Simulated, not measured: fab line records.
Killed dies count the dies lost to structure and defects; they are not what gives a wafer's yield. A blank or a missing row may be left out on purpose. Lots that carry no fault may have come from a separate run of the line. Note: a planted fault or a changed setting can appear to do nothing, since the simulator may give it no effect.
Split-lot experiment	flow n5_finfet	7 lots, 21 wafers read, on a route of 1938 steps

## THE SPLIT ITSELF
At N5_GATE_CUT_EXPOSE_10 (exposes mask GATE CUT, target cd 20 nm), the setting dose_mj was moved away from the recipe's 43.25 on 4 of the 21 wafers read, by -7.3% to -4.0%. The other wafers ran this setting at the recipe's value.

## FROM THE SPLIT TO THE READING: what the file shows between them, 2 steps
- N5_GATE_CUT_PEB_11: peb time 60 s
- N5_GATE_CUT_DEVELOP_12: develop time 30 s

## THE READING
cd_nm at N5_GATE_CUT_CD_MEAS_13, given in nm (cd target 20 nm). A value of 20.01 nm with a standard deviation of 0.28 nm is what fault-free wafers of this fab line usually give.

wafer	tool, chamber at the split	dose_mj as run	against the recipe	cd_nm, nm	against lot-mates on the recipe
L075.1	euv_scanner-02, 0	43.25	recipe	20.03	-
L075.2	euv_scanner-02, 0	43.25	recipe	20.47	-
L075.4	euv_scanner-02, 0	43.25	recipe	19.71	-
L086.2	euv_scanner-02, 0	43.25	recipe	19.69	-
L086.3	euv_scanner-02, 0	43.25	recipe	20.26	-
L086.4	euv_scanner-02, 0	43.25	recipe	20.27	-
L087.2	euv_scanner-02, 0	43.25	recipe	19.95	-
L087.4	euv_scanner-02, 0	43.25	recipe	20.48	-
L087.5	euv_scanner-02, 0	43.25	recipe	20.29	-
L090.1	euv_scanner-02, 0	40.08	-7.3%	17.71	-2.02
L090.3	euv_scanner-02, 0	43.25	recipe	19.64	-
L090.4	euv_scanner-02, 0	43.25	recipe	19.83	-
L091.1	euv_scanner-02, 0	43.25	recipe	19.90	-
L091.3	euv_scanner-02, 0	43.25	recipe	19.83	-
L091.5	euv_scanner-02, 0	43.25	recipe	20.41	-
L092.2	euv_scanner-02, 0	43.25	recipe	19.91	-
L092.3	euv_scanner-02, 0	41.13	-4.9%	18.84	-1.09
L092.5	euv_scanner-02, 0	43.25	recipe	19.95	-
L093.1	euv_scanner-02, 0	41.53	-4.0%	19.19	-1.00
L093.4	euv_scanner-02, 0	41.53	-4.0%	18.81	-1.38
L093.5	euv_scanner-02, 0	43.25	recipe	20.19	-

THE FIT
A straight line over all 21 wafers: cd_nm changes by +0.289 nm for each +1% of dose_mj; r = +0.92; the points scatter about the line by 0.27 nm.
The same after taking each lot's own level away (the mean of its wafers on the recipe; 21 wafers): +0.271 nm for each +1%; r = +0.93; scatter 0.23 nm.
According to that fit, moving dose_mj by its largest amount changes the reading by 2 nm.
The span of the lots' own levels, 19.735 to 20.240 nm, comes to 1.8 times the standard deviation stated above.
Consequently the slope shifts little with the lot-to-lot level, the two slopes agreeing.
Check: for one of the wafers moved furthest among these (-7.3%), held out of the fit, the line's prediction against its lot-mates is -1.95 nm. Against them it came out at -2.02 nm.

## FURTHER SPLITS ON THESE WAFERS
These wafers also went through other splits before the reading. Each is held against what the fit with the lots' levels taken away leaves over:
other split on the same wafers	wafers away from the commonest value	r with cd_nm (lot level and that fit taken away)
N5_SD_EPI_N_PRECLEAN_49 time_s	11	+0.00
N5_SDB_COAT_03 spin_rpm	6	-0.30
N5_SDB_COAT_05 spin_rpm	6	-0.21
N5_HKMG_FIN_EXPOSE_46 dose_mj	5	-0.35
N5_HKMG_FIN_DEVELOP_48 develop_time_s	3	-0.15

## THE WHOLE CHAIN: every reading that the file lists as answering this split, in the file's order
step	what it does	reading	change (the file's fit)	r (the file's)
N5_GATE_CUT_CD_MEAS_13	target cd 20 nm	cd_nm	+0.266 nm for each +1% of the setting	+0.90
N5_GATE_CUT_DESCUM_18	chemistry O2, time 7 s	GATE_CUT.cd_nm (the simulator's own value, which no gauge read)	+0.271 nm for each +1% of the setting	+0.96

## THE FILE'S OWN FIT
cd_nm changes by +0.266 nm for each +1% of dose_mj, r = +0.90.
